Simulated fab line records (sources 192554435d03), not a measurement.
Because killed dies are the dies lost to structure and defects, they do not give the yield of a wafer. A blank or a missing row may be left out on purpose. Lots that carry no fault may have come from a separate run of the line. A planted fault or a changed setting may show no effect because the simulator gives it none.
Chamber matching + flow n5-finfet + rie-diel-06 running N5_SDB_ETCH_17: 4 sister chambers
The step etches SiARC in CF4, target depth 23.4 nm, time 39 s. 8 wafers are shown with their chamber, then 9 later ones without.

WAFERS, EACH WITH ITS CHAMBER
| wafer  | chamber | drypump-motor-current-A (A) | showerhead-plenum-p-Torr (Torr) |
|--------|---------|-----------------------------|---------------------------------|
| L082.6 | 1       | 5.62                        | 2.10                            |
| L089.4 | 3       | 5.25                        | 2.20                            |
| L090.2 | 0       | 5.59                        | 2.27                            |
| L090.3 | 2       | 5.76                        | 2.28                            |
| L090.4 | 3       | 5.25                        | 2.20                            |
| L093.1 | 2       | 5.74                        | 2.27                            |
| L093.2 | 0       | 5.58                        | 2.26                            |
| L093.4 | 1       | 5.61                        | 2.10                            |

WAFERS WITH NO CHAMBER GIVEN
| wafer  | drypump-motor-current-A (A) | showerhead-plenum-p-Torr (Torr) |
|--------|-----------------------------|---------------------------------|
| L094.1 | 5.63                        | 2.10                            |
| L094.2 | 5.58                        | 2.26                            |
| L094.3 | 5.76                        | 2.27                            |
| L095.1 | 5.73                        | 2.27                            |
| L095.4 | 5.63                        | 2.10                            |
| L095.5 | 5.59                        | 2.26                            |
| L097.1 | 5.28                        | 2.20                            |
| L097.5 | 5.28                        | 2.20                            |
| L097.6 | 5.72                        | 2.27                            |

WHICH CHAMBER EACH ONE RAN IN
| wafer  | from the rows above | in truth |
|--------|---------------------|----------|
| L094.1 | 1                   | 1        |
| L094.2 | 0                   | 0        |
| L094.3 | 2                   | 2        |
| L095.1 | 2                   | 2        |
| L095.4 | 1                   | 1        |
| L095.5 | 0                   | 0        |
| L097.1 | 3                   | 3        |
| L097.5 | 3                   | 3        |
| L097.6 | 2                   | 2        |
Correctly placed: 9 of 9. Left unplaced by these rows: 0. 0 placed wrongly.
How it was worked out, from the rows above alone: a wafer's distance from a chamber is the root of the sum, over the readings, of the square of ((its reading less the chamber's mean) divided by the reading's scatter). The wafer belongs to the nearest chamber; if the next one is less than 2 further off, it can't be placed. The mean given for a chamber averages the wafers shown for that chamber. The scatter is the square root of a quotient: the sum, over the shown wafers, of each reading's squared deviation from its chamber's mean, divided by wafers minus chambers.
